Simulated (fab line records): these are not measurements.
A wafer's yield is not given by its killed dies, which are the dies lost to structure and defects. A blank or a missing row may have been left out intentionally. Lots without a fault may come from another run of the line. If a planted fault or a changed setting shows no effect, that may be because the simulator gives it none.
Which of the tools did it? + flow nand harc + 24 lots with 72 wafers sampled at 6 steps, on a route of 1159 steps

WHAT EACH GAUGE READ, for each wafer
No reading from a measuring or inspecting step in the record can be judged against a usual standard deviation.

TOOL THAT RAN EACH LOT (tool first, then ch and the chambers of the sampled wafers, then the start)
| lot  | NHARC_A_STAIRCASE_DEP_259       | NHARC_A_STAIRCASE_ETCH_315                    | NHARC_A_STAIRCASE_STRIP_316                   | NHARC_A_STAIRCASE_ETCHBACK_416                | NHARC_A_STAIRCASE_DEP_417       | NHARC_A_STAIRCASE_ETCH_444         |
|------|---------------------------------|-----------------------------------------------|-----------------------------------------------|-----------------------------------------------|---------------------------------|------------------------------------|
| L075 | pecvd-04 ch 0,1, day 11 06:41   | rie diel-01 ch 0,2,3, day 11 20:40 or earlier | rie diel-01 ch 0,1,3, day 11 20:40 or earlier | rie diel-01 ch 1,2,3, day 11 20:40            | pecvd-01 ch 1,2, day 11 21:28   | rie diel-02 ch 0,1,3, day 13 10:02 |
| L074 | pecvd-04 ch 0,2, day 11 14:32   | rie diel-02 ch 2,3, day 12 01:50 or earlier   | rie diel-02 ch 2,3, day 12 01:50 or earlier   | rie diel-01 ch 0,3, day 12 01:50 or earlier   | pecvd-01 ch 1,2, day 12 01:50   | rie diel-01 ch 0,1,2, day 13 10:38 |
| L076 | pecvd-01 ch 0,1,2, day 12 01:04 | rie diel-02 ch 0,2,3, day 12 11:12 or earlier | rie diel-02 ch 0,3, day 12 11:12 or earlier   | rie diel-02 ch 1,3, day 12 11:12 or earlier   | pecvd-01 ch 0,1,2, day 12 11:12 | rie diel-02 ch 1,3, day 13 23:17   |
| L077 | pecvd-03 ch 0,2, day 12 01:24   | rie diel-04 ch 0,3, day 12 16:52 or earlier   | rie diel-04 ch 1,2,3, day 12 16:52 or earlier | rie diel-04 ch 1,2, day 12 16:52 or earlier   | pecvd-01 ch 0,1, day 12 16:52   | rie diel-04 ch 0,1,3, day 14 04:49 |
| L078 | pecvd-04 ch 0,1,2, day 12 11:21 | rie diel-01 ch 0,1,3, day 12 23:57 or earlier | rie diel-01 ch 2,3, day 12 23:57 or earlier   | rie diel-02 ch 0,3, day 12 23:57 or earlier   | pecvd-04 ch 0,1,2, day 12 23:57 | rie diel-04 ch 1,3, day 14 17:07   |
| L080 | pecvd-03 ch 0,1,2, day 13 00:18 | rie diel-02 ch 0,2,3, day 13 13:31 or earlier | rie diel-02 ch 0,3, day 13 13:31 or earlier   | rie diel-02 ch 2,3, day 13 13:31 or earlier   | pecvd-01 ch 1,2, day 13 13:31   | rie diel-02 ch 0,1,3, day 15 03:12 |
| L079 | pecvd-01 ch 0,1,2, day 13 00:45 | rie diel-01 ch 0,1,3, day 13 14:41 or earlier | rie diel-01 ch 0,1,3, day 13 14:41 or earlier | rie diel-04 ch 1,2,3, day 13 14:41 or earlier | pecvd-01 ch 0,1,2, day 13 14:41 | rie diel-04 ch 0,2,3, day 15 02:20 |
| L082 | pecvd-01 ch 0,1, day 13 16:43   | rie diel-01 ch 0,2,3, day 14 05:05 or earlier | rie diel-01 ch 1,2,3, day 14 05:05 or earlier | rie diel-02 ch 1,3, day 14 05:05 or earlier   | pecvd-03 ch 1,2, day 14 05:05   | rie diel-01 ch 0,3, day 15 15:21   |
| L081 | pecvd-04 ch 0,2, day 13 20:35   | rie diel-02 ch 1,3, day 14 08:02 or earlier   | rie diel-02 ch 1,3, day 14 08:02 or earlier   | rie diel-02 ch 1,2,3, day 14 08:02 or earlier | pecvd-01 ch 0,1, day 14 08:02   | rie diel-02 ch 0,2,3, day 15 15:44 |
| L083 | pecvd-03 ch 0,1,2, day 13 20:43 | rie diel-02 ch 1,3, day 14 08:33 or earlier   | rie diel-02 ch 2,3, day 14 08:33 or earlier   | rie diel-04 ch 0,2, day 14 08:33 or earlier   | pecvd-01 ch 0,2, day 14 08:33   | rie diel-04 ch 0,1, day 15 15:22   |
| L084 | pecvd-01 ch 0,1,2, day 14 02:32 | rie diel-02 ch 0,1,2, day 14 14:57 or earlier | rie diel-02 ch 0,1,2, day 14 14:57 or earlier | rie diel-02 ch 0,1,3, day 14 14:57 or earlier | pecvd-03 ch 0,2, day 14 14:57   | rie diel-01 ch 1,2, day 16 01:30   |
| L085 | pecvd-01 ch 0,1, day 14 18:28   | rie diel-02 ch 0,1,3, day 15 05:08 or earlier | rie diel-02 ch 2,3, day 15 05:08 or earlier   | rie diel-01 ch 0,1,2, day 15 05:08 or earlier | pecvd-03 ch 0,2, day 15 05:08   | rie diel-01 ch 0,1,2, day 16 18:44 |
| L086 | pecvd-04 ch 0,1,2, day 14 18:29 | rie diel-01 ch 0,1,2, day 15 06:02 or earlier | rie diel-01 ch 0,2,3, day 15 06:02 or earlier | rie diel-01 ch 0,2, day 15 06:02 or earlier   | pecvd-01 ch 0,1, day 15 06:02   | rie diel-04 ch 1,2,3, day 16 18:22 |
| L087 | pecvd-03 ch 0,1,2, day 14 21:46 | rie diel-04 ch 0,1,3, day 15 08:23 or earlier | rie diel-04 ch 0,2,3, day 15 08:23 or earlier | rie diel-01 ch 0,1,3, day 15 08:23 or earlier | pecvd-01 ch 0,2, day 15 08:23   | rie diel-02 ch 0,1,3, day 16 18:54 |
| L088 | pecvd-04 ch 0,1,2, day 15 04:53 | rie diel-04 ch 0,2,3, day 15 17:01 or earlier | rie diel-04 ch 1,2,3, day 15 17:01 or earlier | rie diel-04 ch 0,1,2, day 15 17:01 or earlier | pecvd-03 ch 1,2, day 15 17:01   | rie diel-01 ch 0,1,3, day 17 16:31 |
| L089 | pecvd-01 ch 1,2, day 15 05:16   | rie diel-04 ch 0,2,3, day 15 17:47 or earlier | rie diel-04 ch 2,3, day 15 17:47 or earlier   | rie diel-04 ch 0,1,2, day 15 17:47 or earlier | pecvd-01 ch 0,2, day 15 17:47   | rie diel-02 ch 0,2,3, day 17 16:49 |
| L091 | pecvd-04 ch 0,1,2, day 15 11:10 | rie diel-04 ch 0,1,2, day 15 22:19 or earlier | rie diel-04 ch 0,2,3, day 15 22:19 or earlier | rie diel-01 ch 0,2,3, day 15 22:19 or earlier | pecvd-01 ch 0,1, day 15 22:19   | rie diel-01 ch 0,1,3, day 17 17:57 |
| L090 | pecvd-01 ch 0,1, day 15 12:55   | rie diel-02 ch 0,2, day 16 01:11 or earlier   | rie diel-02 ch 0,1,2, day 16 01:11 or earlier | rie diel-01 ch 0,1,2, day 16 01:11 or earlier | pecvd-01 ch 0,1, day 16 01:11   | rie diel-04 ch 0,2,3, day 17 16:40 |
| L093 | pecvd-03 ch 0,1, day 16 03:40   | rie diel-04 ch 0,3, day 16 19:50 or earlier   | rie diel-04 ch 1,3, day 16 19:50 or earlier   | rie diel-01 ch 0,1,3, day 16 19:50 or earlier | pecvd-01 ch 0,1, day 16 19:50   | rie diel-01 ch 0,1,2, day 18 05:16 |
| L092 | pecvd-01 ch 0,1, day 16 03:41   | rie diel-02 ch 1,3, day 16 17:58 or earlier   | rie diel-02 ch 1,2,3, day 16 17:58 or earlier | rie diel-04 ch 1,2, day 16 17:58 or earlier   | pecvd-03 ch 0,1,2, day 16 17:58 | rie diel-04 ch 1,3, day 18 05:11   |
| L094 | pecvd-01 ch 0,1,2, day 16 17:46 | rie diel-02 ch 0,1, day 17 07:31 or earlier   | rie diel-02 ch 1,2, day 17 07:31 or earlier   | rie diel-01 ch 1,2,3, day 17 07:31 or earlier | pecvd-04 ch 0,1,2, day 17 07:31 | rie diel-04 ch 0,1, day 18 20:48   |
| L095 | pecvd-01 ch 0,2, day 16 18:48   | rie diel-04 ch 0,1,3, day 17 06:11 or earlier | rie diel-04 ch 0,3, day 17 06:11 or earlier   | rie diel-02 ch 0,2, day 17 06:11 or earlier   | pecvd-01 ch 0,1,2, day 17 06:11 | rie diel-01 ch 0,1,2, day 18 21:10 |
| L096 | pecvd-01 ch 0,2, day 16 22:36   | rie diel-04 ch 1,2, day 17 09:10 or earlier   | rie diel-04 ch 0,2,3, day 17 09:10 or earlier | rie diel-04 ch 2,3, day 17 09:10 or earlier   | pecvd-01 ch 0,2, day 17 09:10   | rie diel-02 ch 1,2, day 18 20:53   |
| L097 | pecvd-03 ch 0,1,2, day 17 03:22 | rie diel-01 ch 1,2,3, day 17 13:58 or earlier | rie diel-01 ch 1,2, day 17 13:58 or earlier   | rie diel-04 ch 2,3, day 17 13:58 or earlier   | pecvd-03 ch 0,1, day 17 13:58   | rie diel-04 ch 0,1,3, day 19 09:55 |
- NHARC_A_STAIRCASE_DEP_259: deposits SiON, target thk 30 nm.
- NHARC_A_STAIRCASE_ETCH_315: etches the open film in C4F8/O2/Ar, target depth 2500 nm, time 607.1 s.
- NHARC_A_STAIRCASE_STRIP_316: strips in O2.
- NHARC_A_STAIRCASE_ETCHBACK_416: etches the open film in C4F8/O2/Ar, target depth 36 nm, time 7.2 s.
- NHARC_A_STAIRCASE_DEP_417: deposits Si3N4, target thk 60 nm.
- NHARC_A_STAIRCASE_ETCH_444: etches the open film in C4F8/O2, target depth 10200 nm, time 3400 s.

AS READ BY THE TOOLS THEMSELVES (means over the sampled wafers that have a number; for cases with no such wafer, the mark the record gives instead)
NHARC_A_STAIRCASE_DEP_259. Usual: heater power w at 821 W, with a standard deviation of 120.
| lot  | tool     | heater power w (W) | flag |
|------|----------|--------------------|------|
| L075 | pecvd-04 | 720                |      |
| L074 | pecvd-04 | 682                |      |
| L076 | pecvd-01 | 939                |      |
| L077 | pecvd-03 | 730                |      |
| L078 | pecvd-04 | 725                |      |
| L080 | pecvd-03 | 815                |      |
| L079 | pecvd-01 | 928                |      |
| L082 | pecvd-01 | 908                |      |
| L081 | pecvd-04 | 646                |      |
| L083 | pecvd-03 | 764                |      |
| L084 | pecvd-01 | 945                |      |
| L085 | pecvd-01 | 888                |      |
| L086 | pecvd-04 | 700                |      |
| L087 | pecvd-03 | 739                |      |
| L088 | pecvd-04 | 694                |      |
| L089 | pecvd-01 | 810                |      |
| L091 | pecvd-04 | 743                |      |
| L090 | pecvd-01 | 968                |      |
| L093 | pecvd-03 | 785                |      |
| L092 | pecvd-01 | 941                |      |
| L094 | pecvd-01 | 965                |      |
| L095 | pecvd-01 | 979                |      |
| L096 | pecvd-01 | 890                |      |
| L097 | pecvd-03 | 760                |      |

NHARC_A_STAIRCASE_ETCH_315. Usual: oes product au 0.928 a.u., standard deviation 0.014; rf vpp V 1823 V, standard deviation 12.
| lot  | tool        | oes product au (a.u.) | rf vpp V (V) | flag |
|------|-------------|-----------------------|--------------|------|
| L075 | rie diel-01 | 0.938                 | 1827         |      |
| L074 | rie diel-02 | 0.935                 | 1811         |      |
| L076 | rie diel-02 | 0.924                 | 1809         |      |
| L077 | rie diel-04 | 0.911                 | 1834         |      |
| L078 | rie diel-01 | 0.926                 | 1831         |      |
| L080 | rie diel-02 | 0.912                 | 1810         |      |
| L079 | rie diel-01 | 0.923                 | 1830         |      |
| L082 | rie diel-01 | 0.943                 | 1825         |      |
| L081 | rie diel-02 | 0.917                 | 1815         |      |
| L083 | rie diel-02 | 0.917                 | 1813         |      |
| L084 | rie diel-02 | 0.905                 | 1811         |      |
| L085 | rie diel-02 | 0.938                 | 1811         |      |
| L086 | rie diel-01 | 0.924                 | 1838         |      |
| L087 | rie diel-04 | 0.926                 | 1833         |      |
| L088 | rie diel-04 | 0.919                 | 1830         |      |
| L089 | rie diel-04 | 0.929                 | 1829         |      |
| L091 | rie diel-04 | 0.938                 | 1829         |      |
| L090 | rie diel-02 | 0.926                 | 1834         |      |
| L093 | rie diel-04 | 0.919                 | 1832         |      |
| L092 | rie diel-02 | 0.932                 | 1813         |      |
| L094 | rie diel-02 | 0.932                 | 1811         |      |
| L095 | rie diel-04 | 0.950                 | 1832         |      |
| L096 | rie diel-04 | 0.936                 | 1823         |      |
| L097 | rie diel-01 | 0.939                 | 1829         |      |

NHARC_A_STAIRCASE_STRIP_316. Usual: drypump motor current A 5.7 A, standard deviation 0.46; oes product au 0.997 a.u., standard deviation 0.014; rf vpp V 57.6 V, standard deviation 0.87; showerhead plenum p Torr 3.48 Torr, standard deviation 0.17; throttle valve pct 17.036 %, standard deviation 0.0098.
| lot  | tool        | drypump motor current A (A) | oes product au (a.u.) | rf vpp V (V) | showerhead plenum p Torr (Torr) | throttle valve pct (%) | flag |
|------|-------------|-----------------------------|-----------------------|--------------|---------------------------------|------------------------|------|
| L075 | rie diel-01 | 5.4                         | 0.993                 | 58.4         | 3.59                            | 17.030                 |      |
| L074 | rie diel-02 | 5.4                         | 1.008                 | 57.1         | 3.32                            | 17.038                 |      |
| L076 | rie diel-02 | 5.9                         | 0.994                 | 57.3         | 3.31                            | 17.038                 |      |
| L077 | rie diel-04 | 5.7                         | 1.000                 | 57.1         | 3.53                            | 17.045                 |      |
| L078 | rie diel-01 | 5.4                         | 0.997                 | 57.2         | 3.42                            | 17.028                 |      |
| L080 | rie diel-02 | 5.5                         | 0.999                 | 56.6         | 3.32                            | 17.033                 |      |
| L079 | rie diel-01 | 5.4                         | 0.995                 | 57.2         | 3.58                            | 17.036                 |      |
| L082 | rie diel-01 | 5.5                         | 1.003                 | 57.5         | 3.57                            | 17.040                 |      |
| L081 | rie diel-02 | 5.6                         | 0.997                 | 58.0         | 3.34                            | 17.042                 |      |
| L083 | rie diel-02 | 5.4                         | 0.997                 | 57.0         | 3.31                            | 17.037                 |      |
| L084 | rie diel-02 | 6.1                         | 0.975                 | 57.7         | 3.31                            | 17.035                 |      |
| L085 | rie diel-02 | 5.6                         | 1.002                 | 57.4         | 3.65                            | 17.044                 |      |
| L086 | rie diel-01 | 5.7                         | 0.996                 | 57.3         | 3.51                            | 17.033                 |      |
| L087 | rie diel-04 | 5.3                         | 0.993                 | 57.6         | 3.57                            | 17.034                 |      |
| L088 | rie diel-04 | 5.7                         | 0.997                 | 58.1         | 3.52                            | 17.037                 |      |
| L089 | rie diel-04 | 5.5                         | 1.001                 | 57.5         | 3.48                            | 17.032                 |      |
| L091 | rie diel-04 | 5.3                         | 0.990                 | 58.6         | 3.56                            | 17.044                 |      |
| L090 | rie diel-02 | 6.2                         | 0.992                 | 58.0         | 3.48                            | 17.040                 |      |
| L093 | rie diel-04 | 5.7                         | 0.991                 | 57.9         | 3.55                            | 17.040                 |      |
| L092 | rie diel-02 | 5.8                         | 1.010                 | 58.4         | 3.49                            | 17.034                 |      |
| L094 | rie diel-02 | 6.2                         | 0.998                 | 57.8         | 3.51                            | 17.030                 |      |
| L095 | rie diel-04 | 5.2                         | 1.005                 | 58.0         | 3.63                            | 17.038                 |      |
| L096 | rie diel-04 | 5.3                         | 0.999                 | 58.6         | 3.56                            | 17.035                 |      |
| L097 | rie diel-01 | 5.9                         | 1.001                 | 57.7         | 3.63                            | 17.031                 |      |

NHARC_A_STAIRCASE_ETCHBACK_416. Usual: oes product au 0.93 a.u., standard deviation 0.032; rf vpp V 722 V, standard deviation 4.9.
| lot  | tool        | oes product au (a.u.) | rf vpp V (V) | flag |
|------|-------------|-----------------------|--------------|------|
| L075 | rie diel-01 | 0.93                  | 725          |      |
| L074 | rie diel-01 | 1.00                  | 722          |      |
| L076 | rie diel-02 | 0.93                  | 718          |      |
| L077 | rie diel-04 | 0.94                  | 723          |      |
| L078 | rie diel-02 | 0.92                  | 718          |      |
| L080 | rie diel-02 | 0.90                  | 716          |      |
| L079 | rie diel-04 | 1.00                  | 724          |      |
| L082 | rie diel-02 | 0.92                  | 716          |      |
| L081 | rie diel-02 | 0.92                  | 716          |      |
| L083 | rie diel-04 | 1.00                  | 726          |      |
| L084 | rie diel-02 | 0.92                  | 717          |      |
| L085 | rie diel-01 | 1.00                  | 727          |      |
| L086 | rie diel-01 | 0.92                  | 725          |      |
| L087 | rie diel-01 | 0.92                  | 725          |      |
| L088 | rie diel-04 | 0.92                  | 725          |      |
| L089 | rie diel-04 | 0.93                  | 725          |      |
| L091 | rie diel-01 | 0.93                  | 723          |      |
| L090 | rie diel-01 | 0.94                  | 726          |      |
| L093 | rie diel-01 | 0.92                  | 725          |      |
| L092 | rie diel-04 | 0.93                  | 722          |      |
| L094 | rie diel-01 | 0.92                  | 723          |      |
| L095 | rie diel-02 | 0.93                  | 721          |      |
| L096 | rie diel-04 | 0.91                  | 722          |      |
| L097 | rie diel-04 | 0.92                  | 724          |      |

NHARC_A_STAIRCASE_DEP_417. Usual: heater power w at 822 W, with a standard deviation of 110.
| lot  | tool     | heater power w (W) | flag |
|------|----------|--------------------|------|
| L075 | pecvd-01 | 793                |      |
| L074 | pecvd-01 | 803                |      |
| L076 | pecvd-01 | 872                |      |
| L077 | pecvd-01 | 904                |      |
| L078 | pecvd-04 | 675                |      |
| L080 | pecvd-01 | 845                |      |
| L079 | pecvd-01 | 804                |      |
| L082 | pecvd-03 | 723                |      |
| L081 | pecvd-01 | 868                |      |
| L083 | pecvd-01 | 903                |      |
| L084 | pecvd-03 | 728                |      |
| L085 | pecvd-03 | 723                |      |
| L086 | pecvd-01 | 798                |      |
| L087 | pecvd-01 | 814                |      |
| L088 | pecvd-03 | 772                |      |
| L089 | pecvd-01 | 918                |      |
| L091 | pecvd-01 | 916                |      |
| L090 | pecvd-01 | 824                |      |
| L093 | pecvd-01 | 881                |      |
| L092 | pecvd-03 | 728                |      |
| L094 | pecvd-04 | 628                |      |
| L095 | pecvd-01 | 864                |      |
| L096 | pecvd-01 | 964                |      |
| L097 | pecvd-03 | 790                |      |

NHARC_A_STAIRCASE_ETCH_444. Usual: oes product au 0.932 a.u., standard deviation 0.02; rf vpp V 807 V, standard deviation 5.5.
| lot  | tool        | oes product au (a.u.) | rf vpp V (V) | flag |
|------|-------------|-----------------------|--------------|------|
| L075 | rie diel-02 | 0.920                 | 800          |      |
| L074 | rie diel-01 | 0.930                 | 812          |      |
| L076 | rie diel-02 | 0.919                 | 801          |      |
| L077 | rie diel-04 | 0.926                 | 809          |      |
| L078 | rie diel-04 | 0.934                 | 808          |      |
| L080 | rie diel-02 | 0.982                 | 800          |      |
| L079 | rie diel-04 | 0.921                 | 808          |      |
| L082 | rie diel-01 | 0.934                 | 803          |      |
| L081 | rie diel-02 | 0.965                 | 807          |      |
| L083 | rie diel-04 | 0.930                 | 811          |      |
| L084 | rie diel-01 | 0.969                 | 811          |      |
| L085 | rie diel-01 | 0.923                 | 811          |      |
| L086 | rie diel-04 | 0.924                 | 807          |      |
| L087 | rie diel-02 | 0.951                 | 800          |      |
| L088 | rie diel-01 | 0.917                 | 808          |      |
| L089 | rie diel-02 | 0.932                 | 805          |      |
| L091 | rie diel-01 | 0.919                 | 807          |      |
| L090 | rie diel-04 | 0.929                 | 807          |      |
| L093 | rie diel-01 | 0.926                 | 810          |      |
| L092 | rie diel-04 | 0.924                 | 807          |      |
| L094 | rie diel-04 | 0.931                 | 810          |      |
| L095 | rie diel-01 | 0.922                 | 810          |      |
| L096 | rie diel-02 | 0.925                 | 811          |      |
| L097 | rie diel-04 | 0.916                 | 808          |      |

THE ANSWER, worked out from the rows above alone
Rule: lot off if the mean of its wafers having a number is beyond 3 standard deviations from the usual mean. Also off: a lot with no number at a reading for which 4 or more lots have one. Where the step has rows for the other lots, those lots are counted as sound. The gauges are gone through in route order, then the tools' own readings, and for those a lot's mean is taken as printed above. The first step at which some lot is off is used, and at that step the reading that is off furthest; a lot without a number counts as furthest.
No lot is off on any of the readings shown, so nothing can be concluded from this.

WHAT WAS PUT IN BY THE SIMULATOR
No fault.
